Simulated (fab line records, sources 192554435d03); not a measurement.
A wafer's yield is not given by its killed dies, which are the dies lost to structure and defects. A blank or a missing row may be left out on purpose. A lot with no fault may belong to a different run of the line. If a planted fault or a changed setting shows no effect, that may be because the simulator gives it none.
fab line records    flow n5Finfet    part 2 of 2: steps 40 to 40 of 40
record lots=5  wafers=15  lastDay=18
route steps=1938 shown BEOL_M4@1099 BEOL_M5@1112 BEOL_M11@1594 BEOL_M15@1830 PASSIVATION@1936
lots untouched by any fault: they come from a run of this same line in which no faults occurred
startH: hours from the record's opening day to when the first of the lot's shown wafers began    waitH: time in hours since the lot's previous step    " same as the row above    L1.1+2: a row that stands for several wafers    - either no value or no given start    * or withheld: withheld    < > ~ a bound
route shown NAME@n: NAME is a module with steps in the file, n the number in the route of the first one    usual: the fault-free wafers' mean and standard deviation    same: alike in all rows    chamber/n: place in a boat    sites: readings site by site    _std_site: the standard deviation of these    _edge_site: outer sites' mean less inner sites'    radiusMm: how far each site lies from the wafer's centre    mask NAME#n: copy n    behind: the last tool/chamber to shape the wafer    hold: reason for holding the lot/hours on hold/outcome of the hold    device: which transistor (n, p or np) failed to switch    end of line: the route-end tests of the same wafers    where a step has no rows: the recipe by itself    killed: the dies lost at the first sort to structure and to defects; this is not the yield of the wafer    map: a wafer's dies, x killed, . not, _ none there
set.NAME: the setting as run; set.NAME@STEP: as run at that earlier step    model.NAME: the simulator's own value behind a step, which no gauge read
lots at selected steps of the route; one table per step, one row per wafer
services: when a tool's chamber went out of use (startH, in hours from the record's first day, below 0 if earlier), for how many hours, and the reason
## steps
# step N5_PASSIVATION_PROBE_49
# usual defectLimitedYield=91.1/1.3  killed_at_M0_to_M3=32/9.7  killed_at_M4_up=16/6  killedAtContacts=12/5.9  killedAtFrontEnd=41/11  killedAtOther=4/3.1  killedDies=104/16  killedOpen=68/12  killedShort=34/7.4  sort_bin_4_leakage=0/0  sort_bin_5_function=5.1/0.85  sort_bin_6_memory=3.3/0.66  sort_bin_8_speed=0.1/0.53  sortNPass=1075/16
# same grossDies=1180  killedAtBackSide=0
lot.wafer  tool       chamber  startH  waitH  defectLimitedYield[%]  killed_at_M0_to_M3  killed_at_M4_up  killedAtContacts  killedAtFrontEnd  killedAtOther  killedDies  killedOpen  killedShort  sort_bin_4_leakage[%]  sort_bin_5_function[%]  sort_bin_6_memory[%]  sort_bin_8_speed[%]  sortNPass
L461.3     prober-02  -        366.05  0.1    89.6                   26                  13               13                63                8              123         73          42           0                      6.4                     3.4                   0                    1057
L461.4     prober-02  -        366.10  0.2    89.3                   27                  21               13                63                2              126         102         23           0                      6.9                     3.6                   0                    1054
L461.5     prober-02  -        366.15  0.2    88.8                   38                  13               22                56                3              132         89          40           0                      6.0                     4.7                   0                    1048
L466.2     prober-02  -        394.70  0.1    81.5                   33                  138              9                 37                1              218         70          25           0                      11.9                    4.4                   0.8                  962
L466.4     prober-02  -        394.80  0.2    85.1                   34                  91               20                30                1              176         57          31           0                      9.9                     2.9                   0.4                  1004
L466.6     prober-02  -        394.90  0.3    84.2                   11                  132              11                31                2              187         56          16           0                      10.2                    3.1                   0.7                  993
L465.1     prober-02  -        398.95  0.0    88.9                   44                  22               16                47                2              131         83          38           0.08                   6.0                     4.0                   0.8                  1048
L465.3     prober-02  -        399.05  0.1    90.4                   40                  22               5                 41                5              113         66          40           0                      5.3                     3.2                   0.5                  1067
L465.5     prober-02  -        399.15  0.2    89.1                   50                  23               6                 46                4              129         86          33           0.51                   5.9                     3.6                   0.8                  1045
L467.3     prober-01  -        400.04  0.1    84.5                   21                  92               18                52                0              183         79          28           0                      8.1                     4.2                   1.2                  997
L467.5     prober-01  -        400.14  0.2    83.5                   25                  134              6                 26                4              195         46          35           0                      10.8                    3.4                   0.5                  985
L467.6     prober-01  -        400.19  0.3    83.6                   23                  132              8                 31                0              194         53          21           0                      9.6                     4.1                   0.5                  986
L472.1     prober-01  -        430.47  0.0    90.1                   37                  13               16                34                17             117         80          37           0                      6.4                     3.2                   0                    1063
L472.2     prober-01  -        430.52  0.1    90.8                   22                  21               10                48                8              109         57          45           0                      5.6                     2.7                   0                    1071
L472.3     prober-01  -        430.57  0.1    90.7                   36                  16               12                36                10             110         72          38           0                      5.2                     3.7                   0                    1070
# killed by level:class
L461.3 STI_FIN_REVEAL:geometricParticle:open=14 BEOL_M0_SAQP:geometricParticle:short=12 FIN_SAQP:geometricParticle:open=11 DUMMY_GATE:geometricParticle:open=10 MOL_CONTACT_COAG:geometricParticle:open=10 BEOL_M0_SAQP:geometricParticle:open=7 GATE_CUT:geometricParticle:short=6 HKMG_FIN:areaEtch=6
L461.4 STI_FIN_REVEAL:geometricParticle:open=23 FIN_SAQP:geometricParticle:open=16 BEOL_M2:geometricParticle:open=12 MOL_CONTACT_COAG:geometricParticle:open=10 DUMMY_GATE:geometricParticle:open=7 BEOL_M4:geometricParticle:open=7 BEOL_M0_SAQP:geometricParticle:open=6 BEOL_M7:geometricParticle:open=6
L461.5 MOL_CONTACT_COAG:geometricParticle:open=17 FIN_SAQP:geometricParticle:open=15 BEOL_M0_SAQP:geometricParticle:short=9 DUMMY_GATE:geometricParticle:open=8 BEOL_M0_SAQP:geometricParticle:open=8 BEOL_M1:geometricParticle:open=8 STI_FIN_REVEAL:geometricParticle:open=7 MOL_CONTACT_COAG:geometricParticle:short=5
L466.2 BEOL_M10:unspecified=112 STI_FIN_REVEAL:geometricParticle:open=12 BEOL_M11:areaEcd=10 FIN_SAQP:geometricParticle:open=9 MOL_CONTACT_COAG:geometricParticle:open=9 BEOL_M0_SAQP:geometricParticle:open=8 BEOL_M0:geometricParticle:open=8 BEOL_M0_SAQP:geometricParticle:short=6
L466.4 BEOL_M10:unspecified=81 MOL_CONTACT_COAG:geometricParticle:open=17 BEOL_M0_SAQP:geometricParticle:open=8 GATE_CUT:geometricParticle:short=6 FIN_SAQP:geometricParticle:open=5 BEOL_M2:geometricParticle:open=5 BEOL_M3:geometricParticle:open=5 BEOL_M11:areaEcd=5
L466.6 BEOL_M10:unspecified=105 STI_FIN_REVEAL:geometricParticle:open=12 BEOL_M4:geometricParticle:open=10 MOL_CONTACT_COAG:geometricParticle:open=9 BEOL_M11:areaEcd=8 FIN_SAQP:geometricParticle:open=5 BEOL_M0_SAQP:geometricParticle:short=5 BEOL_M2:geometricParticle:open=5
L465.1 FIN_SAQP:geometricParticle:open=19 MOL_CONTACT_COAG:geometricParticle:open=12 BEOL_M0_SAQP:geometricParticle:open=12 BEOL_M2:geometricParticle:open=11 BEOL_M0_SAQP:geometricParticle:short=10 BEOL_M11:areaEcd=10 FIN_SAQP:geometricParticle:short=9 BEOL_M4:geometricParticle:open=8
L465.3 FIN_SAQP:geometricParticle:short=13 FIN_SAQP:geometricParticle:open=12 BEOL_M2:geometricParticle:open=11 BEOL_M0_SAQP:geometricParticle:open=8 BEOL_M0_SAQP:geometricParticle:short=8 BEOL_M11:areaEcd=6 STARTING-WAFER:geometricParticle:short=5 GATE_CUT:geometricParticle:short=4
L465.5 BEOL_M2:geometricParticle:open=15 FIN_SAQP:geometricParticle:open=13 BEOL_M0_SAQP:geometricParticle:open=12 BEOL_M11:areaEcd=10 BEOL_M0_SAQP:geometricParticle:short=8 BEOL_M3:geometricParticle:open=8 FIN_SAQP:geometricParticle:short=7 DUMMY_GATE:geometricParticle:open=7
L467.3 BEOL_M10:unspecified=56 MOL_CONTACT_COAG:geometricParticle:open=16 DUMMY_GATE:geometricParticle:open=14 BEOL_M11:areaEcd=14 STI_FIN_REVEAL:geometricParticle:open=9 BEOL_M3:geometricParticle:open=9 BEOL_M4:geometricParticle:open=7 FIN_SAQP:geometricParticle:open=6
L467.5 BEOL_M10:unspecified=108 FIN_SAQP:geometricParticle:short=9 BEOL_M4:geometricParticle:open=8 BEOL_M0_SAQP:geometricParticle:short=6 BEOL_M11:areaEcd=6 MOL_CONTACT_COAG:geometricParticle:open=5 BEOL_M0_SAQP:geometricParticle:open=5 BEOL_M3:geometricParticle:open=5
L467.6 BEOL_M10:unspecified=111 MOL_CONTACT_COAG:geometricParticle:open=7 BEOL_M1:geometricParticle:open=7 BEOL_M4:geometricParticle:open=6 BEOL_M11:areaEcd=6 BEOL_M0_SAQP:geometricParticle:short=5 STARTING-WAFER:geometricParticle:open=5 FIN_SAQP:geometricParticle:open=4
L472.1 MOL_CONTACT_COAG:geometricParticle:open=12 FIN_SAQP:geometricParticle:open=9 BEOL_M0_SAQP:geometricParticle:open=9 BEOL_M4:geometricParticle:open=6 BEOL_M2:geometricParticle:short=6 BEOL_M2:geometricParticle:open=6 PASS1_CAP:geometricParticle:short=6 STARTING-WAFER:geometricParticle:open=6
L472.2 FIN_SAQP:geometricParticle:open=10 BEOL_M4:geometricParticle:open=9 FIN_SAQP:geometricParticle:short=8 HKMG_FIN:areaEtch=7 MOL_CONTACT_COAG:geometricParticle:open=6 STI_FIN_REVEAL:geometricParticle:open=5 BEOL_M1:geometricParticle:short=5 BEOL_M4:geometricParticle:short=5
L472.3 STI_FIN_REVEAL:geometricParticle:open=12 MOL_CONTACT_COAG:geometricParticle:open=9 FIN_SAQP:geometricParticle:open=7 BEOL_M1:geometricParticle:open=7 BEOL_M2:geometricParticle:open=6 BEOL_M3:geometricParticle:short=6 FIN_SAQP:geometricParticle:short=5 BEOL_M0_SAQP:geometricParticle:open=5
# map L465.1 (x killed, . not)
_________________x...x.x.....________________
______________.......x.........._____________
___________....x...................__________
__________.........................._________
________.................xx....x..x..._______
_______.....x..x...........x..x........______
______..x.........x.x...............x..x_____
_____......x.....................x.xxx.x.____
____.............x.x..xx...x....x...xx....___
___...................x..x..............x..__
___x......x......................x.........__
__..........x......x...........x............_
__.x..................x....................._
_..................x....................xx...
_.........x..x......x...x..x...........x...x.
_......x.....x...x................x..x.......
_.....x......x.....xx.......x....x...x.......
_........x........................x..........
_...........x.....xx...x.....x......x.....x..
_..x...xxx........x.............x............
_..............x......x.....x.x..xx..x.....x.
__xx.x...x....x...........x.....x..........._
__..x..x..xx.............................x.._
___.x..............x.......x...............__
___...x....x..x..xx............x.....x.xx..__
____............x........x....x...........___
_____........................x.........x.____
______........................x.x......._____
_______x............x..........x.....x.______
________.......x..x..................._______
__________...........x.............._________
___________............x...........__________
______________x.x..x..........x._____________
_________________............________________
# map L466.2 (x killed, . not)
_________________.x.x......x.________________
______________.......x.....x...._____________
___________...........x...x..x.....__________
__________........x...x............._________
________.........x.x.................._______
_______.....................x...x.....x______
______..............x.......x.........x._____
_____....xx.............x..x.....x...x.x.____
____.x...............................x....___
___..x.....x..........x................x...__
___x.x.x........x...x......x..........x..x.__
__.x........x....................x.......x.x_
__xx....................................x..._
_......................x.....................
_........x..........................x........
_.............x.x.........x.......x..........
_.................x..........................
_....x.................................x.....
_.................x..x..x..........x.........
_...x...........x.....x...........x.....xx...
_..xx...x........x..x....x.xx.x.xxx.xxx......
__........................x..xxxxxxxxxx....._
__.......................x.x.xxxxxxxxx.xx..._
___.x....xx....x............xxxxxxxxxxxxx..__
___..............x.....x..xxxxxxxxxxxxxxx.x__
____..x....................xxxxxxxxxxxxxx.___
_____..x....x....x..........xxxxxxxxxxxxx____
______....................x.xxxxxxxxxxxx_____
_______...............x......xxxxxxxxxx______
________.........x.........xx.x.x.xxx._______
__________...x................xxx.xx_________
___________....x............x.x.x.x__________
______________..........x...x..._____________
_________________..........x.________________
## services
tool    chamber  startH  hours  kind
cmp-02  -        320.10  1.7    repair
cmp-02  -        323.33  4.0    pm
cmp-02  -        327.33  -      consumableReplace:conditioner
cmp-02  -        327.33  -      consumableReplace:pad
cmp-02  -        332.21  2.9    repair
cmp-04  -        374.61  1.0    repair
cmp-02  -        383.18  5.2    pm
## key
firstSign step=N5_BEOL_M11_CMP_52  reading=timeToEndpointS  direction=down  sigmas=12  usual=*  struck=*
effect step=N5_BEOL_M11_THK_MEAS_53  reading=M11_THK  direction=down  sigmas=9.4  usual=139  struck=89
effect step=N5_BEOL_M11_RS_MEAS_57  reading=M11_RS  direction=up  sigmas=17  usual=0.151  struck=0.250
effect step=N5_BEOL_M15_RC_MEAS_101  reading=SERP_M11  direction=up  sigmas=15  usual=3.08  struck=5.01
effect step=N5_PASSIVATION_PROBE_49  reading=killed_at_M4_up  direction=up  sigmas=12  usual=16  struck=87  wafersMoved=6
modelEffect step=N5_BEOL_M11_ECD_50  value=Cu_of_BEOL_M11_ECD_50.thkNm  without=317.4  struck=89.53
modelEffect step=N5_BEOL_M11_CMP_52  value=Cu_of_BEOL_M11_ECD_50.thkNm  without=137.7  struck=89.53
metAt N5_BEOL_M11_ECD_50
struckWafers L465.1,L465.3,L465.5,L466.2,L466.4,L466.6,L467.3,L467.5,L467.6
onsetBetween 318.63 353.32
earlierFault kind=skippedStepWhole  tool=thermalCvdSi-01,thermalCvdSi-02  chamber=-  onsetH=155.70  steps=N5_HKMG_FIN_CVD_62  scope=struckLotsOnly
earlierFault kind=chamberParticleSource  tool=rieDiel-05  chamber=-  onsetH=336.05  steps=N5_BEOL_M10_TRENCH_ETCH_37  ratePerVisitCm2=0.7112
fault kind=processParameterDrift  tool=ecdCu-01  chamber=-  onsetH=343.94  steps=N5_BEOL_M11_ECD_50  channel=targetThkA  offset=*  shape=step  actsIn=*  stated=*
